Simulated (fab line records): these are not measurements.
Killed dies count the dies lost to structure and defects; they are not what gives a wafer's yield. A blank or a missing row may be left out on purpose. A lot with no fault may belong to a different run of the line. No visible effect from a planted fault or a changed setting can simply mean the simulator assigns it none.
Comparing a struck lot with a sound one -- flow n5 finfet -- 38 out of 1938 route steps
Sound: these wafers, L640.2, L640.5, L640.6. Struck: wafer L632.1. (L632.2, L632.6 of the same lot were not struck and are left out.) The cause comes at the end.
For every step that has rows: the tool of each side, followed by ch and its chambers, followed by its first start. Under that, the readings that differ: sound wafers -- struck wafers -- difference of the means -- sigmas: that difference in standard deviations of wafers without a fault.
alike: same words and numbers on both sides, and readings whose means sit less than 2 such deviations apart. not compared: any withheld reading, any reading some wafer has no value for, any bound like >300 that may hide the same value, and any number with overlapping values for which the record gives no deviation.
Wherever a step has rows on one side only, a row that says differs or no value, or a row with sigmas, the two part there. When numbers do not overlap yet have no deviation, they are printed without sigmas and do not part them. A reading that every wafer of one side lacks parts them only if that side has two wafers or more.

first, 12 steps without rows for these wafers: N5_BEOL_M0_ALD_136 (deposits TaN, pulse time 2 s, purge time 3 s, co reactant purge time 2 s); N5_BEOL_M0_SURFACE_TREAT_137; N5_BEOL_M0_CVD_115 (deposits Co from CCTBA/H2, time 120 s); N5_BEOL_M0_SPUTTER_116 (material Cu, target thk 4 nm, time 7.37 s); N5_BEOL_M0_ANNEAL_117 (time 60 s); N5_BEOL_M0_SPUTTER_132 (material Cu, target thk 4 nm, time 7.37 s); N5_BEOL_M0_ANNEAL_133 (time 60 s); N5_BEOL_M0_SPUTTER_134 (material Cu, target thk 4 nm, time 7.37 s); N5_BEOL_M0_ANNEAL_135 (time 60 s); N5_BEOL_M0_SPUTTER_141 (material Cu, target thk 4 nm, time 7.37 s); N5_BEOL_M0_ECD_118 (material Cu, target thk 300 nm); N5_BEOL_M0_ANNEAL_119 (time 90 s).
N5_BEOL_M0_CMP_120: polishes, stops on SiOC, t overpolish 6.9 s.
  sound on cmp-02 ch 0,1,3, day 11 16:31; struck on cmp-04 ch 3, day 10 01:01
reading,sound,struck,difference,sigmas
barrier field endpoint s (s),3.44 3.46 3.63,7.17,+3.66,+26
motor current A (A),5.7 5.3 6.8,7.6,+1.7,+2
time to endpoint s (s),63 65 58,81,+19,+6
  alike: overpolish run s
  not compared: pad life wafers, model.SiOC_of_BEOL_M0_SAQP_ILD_DEP_01.thk nm
then, 4 steps without rows for these wafers: N5_BEOL_M0_PRE_CLEAN_131 (time 15 s); N5_BEOL_M0_CO_CAP_123 (material Co, precursor CCTBA/H2, target thk 2 nm, time 102.1 s); N5_BEOL_M0_PRE_CLEAN_124 (time 15 s); N5_BEOL_M0_DEP_125 (deposits SiCN from 3MS/NH3, target thk 8 nm, time 14 s).
N5_BEOL_M0_INSPECT_127: inspects for defects (darkfield).
  struck on defect inspect-02, day 10 01:31; sound on defect inspect-01, day 11 17:01
reading,sound,struck,difference,sigmas
raw defect count,55 50 37,3524,+3477,+99 or more
then, 18 steps without rows for these wafers: N5_BEOL_M1_ILD_DEP_00 (deposits SiOC from DEMS/O2, target thk 79 nm, time 15.3 s); N5_BEOL_M1_PECVD_72 (deposits SiO2 from TEOS/O2, target thk 16 nm, time 18 s); N5_BEOL_M1_HM_DEP_02 (deposits TiN, target thk 20 nm); N5_BEOL_M1_COAT_61 (time 60 s, resist thk 60 nm); N5_BEOL_M1_COAT_62 (time 60 s, resist thk 12 nm); N5_BEOL_M1_COAT_73 (time 60 s, resist thk 5 nm); N5_BEOL_M1_COAT_05 (resist thk 30 nm); N5_BEOL_M1_EBR_07; N5_BEOL_M1_SOFTBAKE_06 (time 60 s); N5_BEOL_M1_EXPOSE_08 (exposes mask M1); N5_BEOL_M1_PEB_09 (peb time 60 s); N5_BEOL_M1_DEVELOP_10 (develop time 30 s); N5_BEOL_M1_DESCUM_16 (chemistry O2, time 7 s); N5_BEOL_M1_ETCH_74 (etches underlayer in N2/H2, target depth 6.5 nm, time 5.2 s); N5_BEOL_M1_ETCH_63 (etches SiARC in CF4, target depth 15.6 nm, time 26 s); N5_BEOL_M1_ETCH_64 (etches SOC in N2/H2, target depth 75 nm, overetch 15 nm, time 112.5 s); N5_BEOL_M1_STRIP_65 (strips in N2/H2); N5_BEOL_M1_STRIP_75 (strips in N2/H2).
N5_BEOL_M4_RC_MEAS_101:
  the record has rows for the sound wafers here (prober-02 ch 0, day 13 21:38) and none for the struck ones
-- the record jumps here: 7 days lie between the struck wafers' starts before and after (it left off in module BEOL_M4 and takes up again in module PASSIVATION, whose first step shown is number 1936 of the route) --
N5_PASSIVATION_PROBE_49:
  struck on prober-01, day 16 18:11; sound on prober-01, day 18 09:51
reading,sound,struck,difference,sigmas
defect limited yield (%),91.7 92.3 92.8,0,-92,-62
killed_at_M0_to_M3,26 27 26,1125,+1099,+99 or more
killed_at_M4_up,16 23 17,5,-14,-2
killed dies,98 91 85,1180,+1089,+64
killed on rim,13 17 11,152,+138,+38
killed short,36 23 30,46,+16,+2
sort n pass,1082 1089 1095,0,-1089,-64
sort yield pct (%),91.7 92.3 92.8,0,-92,-62
  alike: killed at contacts, killed at front end, killed at other, killed open, sort_bin_5_function, sort_bin_6_memory

== WHERE THEY PART ==
At N5_BEOL_M0_CMP_120 first; at N5_PASSIVATION_PROBE_49 last (within this record only).

WHY: what the simulator had put in
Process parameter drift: cmp-04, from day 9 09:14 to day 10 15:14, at N5_BEOL_M0_CMP_120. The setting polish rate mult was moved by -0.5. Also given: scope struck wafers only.
